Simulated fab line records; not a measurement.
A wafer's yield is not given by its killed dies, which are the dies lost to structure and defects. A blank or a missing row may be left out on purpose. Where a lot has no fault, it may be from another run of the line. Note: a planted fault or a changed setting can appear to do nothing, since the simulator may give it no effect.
Matching of chambers | flow nand-harc | NHARC_P_CONTACT_STRIP_28 on rie-diel-07 has 4 sister chambers
The step strips in O2. 7 wafers are shown with their chamber, then 8 later ones without.

WAFERS WITH THEIR CHAMBER
wafer  | chamber | drypump-motor-current-A (A) | rf-vpp-V (V)
L146.5 | 1       | 5.8                         | 58.5
L148.2 | 1       | 5.8                         | 57.7
L149.1 | 3       | 6.5                         | 56.7
L157.6 | 2       | 5.0                         | 56.7
L158.5 | 2       | 5.1                         | 57.7
L158.6 | 0       | 6.2                         | 57.3
L160.2 | 0       | 6.2                         | 56.8

WAFERS WITHOUT THEIR CHAMBER
wafer  | drypump-motor-current-A (A) | rf-vpp-V (V)
L160.4 | 5.8                         | 57.2
L160.5 | 6.5                         | 57.1
L162.3 | 5.7                         | 58.4
L162.4 | 6.2                         | 57.8
L162.6 | 6.1                         | 56.5
L164.2 | 6.5                         | 59.6
L164.5 | 6.5                         | 58.0
L164.6 | 6.1                         | 57.2

THE CHAMBER EACH PASSED THROUGH
wafer  | from the rows above | in truth
L160.4 | 1                   | 1
L160.5 | 3                   | 3
L162.3 | 1                   | 1
L162.4 | 0                   | 0
L162.6 | 0                   | 0
L164.2 | 3                   | 3
L164.5 | 3                   | 3
L164.6 | 0                   | 0
Correctly placed: 8 of 8. Not placeable from these rows: 0. Placed wrongly: 0.
How it was worked out, from the rows above alone: a wafer's distance from a chamber is the root of the sum, over the readings, of the square of ((its reading less the chamber's mean) divided by the reading's scatter). If the next closest chamber is less than 2 further off than the closest, the wafer can't be placed; otherwise it belongs to the closest. Each chamber's mean is taken over the wafers shown for it. The scatter: take each reading less its chamber's mean, square it, sum over the shown wafers, divide by the number of wafers less the number of chambers, and take the root.
